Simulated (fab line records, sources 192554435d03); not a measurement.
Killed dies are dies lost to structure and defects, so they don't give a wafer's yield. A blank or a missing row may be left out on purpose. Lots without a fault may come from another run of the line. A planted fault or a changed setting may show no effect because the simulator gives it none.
One fault seen from 3 desks | flow n5_finfet | each desk has only its own numbers; what lay behind them comes last

THE DEFECT DESK
What the inspections along the route counted, lot by lot: means of the sampled wafers that have a number. A lot is out of limits, marked OUT, if its mean lies more than 4 standard deviations from the usual mean; the brackets give that distance.
Columns: A = raw_defect_count at N5_BEOL_M5_INSPECT_13, usual 420
lot  | first seen here | A
L563 | day 9 18:16     | 315
L564 | day 10 02:51    | 364
L567 | day 10 20:40    | 538
L570 | day 11 21:10    | 314
L572 | day 12 07:23    | 428
L574 | day 13 01:58    | 454
L575 | day 13 05:25    | 522
This desk's finding: nothing out of limits on any of the 7 lots.

THE METROLOGY DESK
What the gauges read, lot by lot, whatever tool the lot ran on: means of the sampled wafers that have a number. A lot is out of limits, marked OUT, if its mean lies more than 4 standard deviations from the usual mean; the brackets give that distance.
Columns: A = cd_nm at N5_BEOL_M5_CD_MEAS_11, usual 28.02 nm; B = M5_OVL at N5_BEOL_M5_OVL_MEAS_12, usual -0.5 nm
lot  | first seen here | A     | B
L563 | day 9 18:10     | 28.04 | -0.3
L564 | day 10 02:46    | 28.26 | -0.3
L567 | day 10 20:35    | 28.14 | -0.4
L570 | day 11 21:05    | 28.14 | -1.1
L572 | day 12 07:17    | 28.21 | -0.6
L574 | day 13 01:52    | 27.93 | 0.9
L575 | day 13 05:19    | 27.66 | -0.1
This desk's finding: nothing out of limits on any of the 7 lots.

THE TOOL OWNER'S DESK: rie_diel-04
The tool's own readings at N5_BEOL_M5_ETCH_61 (etches SiARC in CF4, target depth 15.6 nm, time 26 s): means of the sampled wafers that have a number, for each lot that ran on this tool. A lot is out of limits, marked OUT, if its mean lies more than 4 standard deviations from the usual mean; the brackets give that distance.
Columns: A = drypump_motor_current_A at N5_BEOL_M5_ETCH_61, usual 5.5 A; B = etch_rf_on_time_s at N5_BEOL_M5_ETCH_61, usual 26.0 s; C = mfc_ar_sccm at N5_BEOL_M5_ETCH_61, usual 100.1 sccm; D = oes_product_au at N5_BEOL_M5_ETCH_61, usual 0.69 a.u.; E = rf_vpp_V at N5_BEOL_M5_ETCH_61, usual 184.1 V; F = showerhead_plenum_p_Torr at N5_BEOL_M5_ETCH_61, usual 2.13 Torr; G = throttle_valve_pct at N5_BEOL_M5_ETCH_61, usual 15.59 %
lot  | first seen here | A   | B               | C     | D    | E     | F    | G
L563 | day 9 18:20     | 6.0 | 25.5            | 100.6 | 0.69 | 184.2 | 2.15 | 15.69
L570 | day 11 21:55    | 5.3 | 26.3            | 100.0 | 0.63 | 183.4 | 2.09 | 15.65
L572 | day 12 07:52    | 5.7 | 27.2            | 100.0 | 0.69 | 184.3 | 2.15 | 15.66
L574 | day 13 02:10    | 5.2 | 32.3 (+6.9) OUT | 100.0 | 0.55 | 182.9 | 2.06 | 15.62
L575 | day 13 06:02    | 6.0 | 28.6            | 100.2 | 0.60 | 184.6 | 2.12 | 15.79
This desk's finding: out of limits on L574; first on L574, day 13 02:10 (etch_rf_on_time_s at N5_BEOL_M5_ETCH_61). In limits: L563, L570, L572, L575.

PUT TOGETHER
The tool owner's desk could have raised an alarm at day 13 02:10, on L574.
The defect desk saw nothing out of limits.
The metrology desk saw nothing out of limits.
The defect desk has L574 on record, within its limits.
The metrology desk has L574 on record, within its limits.
Of the lots named, all ran N5_BEOL_M5_ETCH_61 on rie_diel-04.

WHAT THE SIMULATOR HAD PUT IN
Process parameter drift: rie_diel-04, from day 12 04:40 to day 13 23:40, at N5_BEOL_M5_ETCH_61. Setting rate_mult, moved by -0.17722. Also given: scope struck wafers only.
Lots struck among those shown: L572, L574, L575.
Hours from the fault's start to each desk's first reading out of limits: the tool owner's desk, 21.
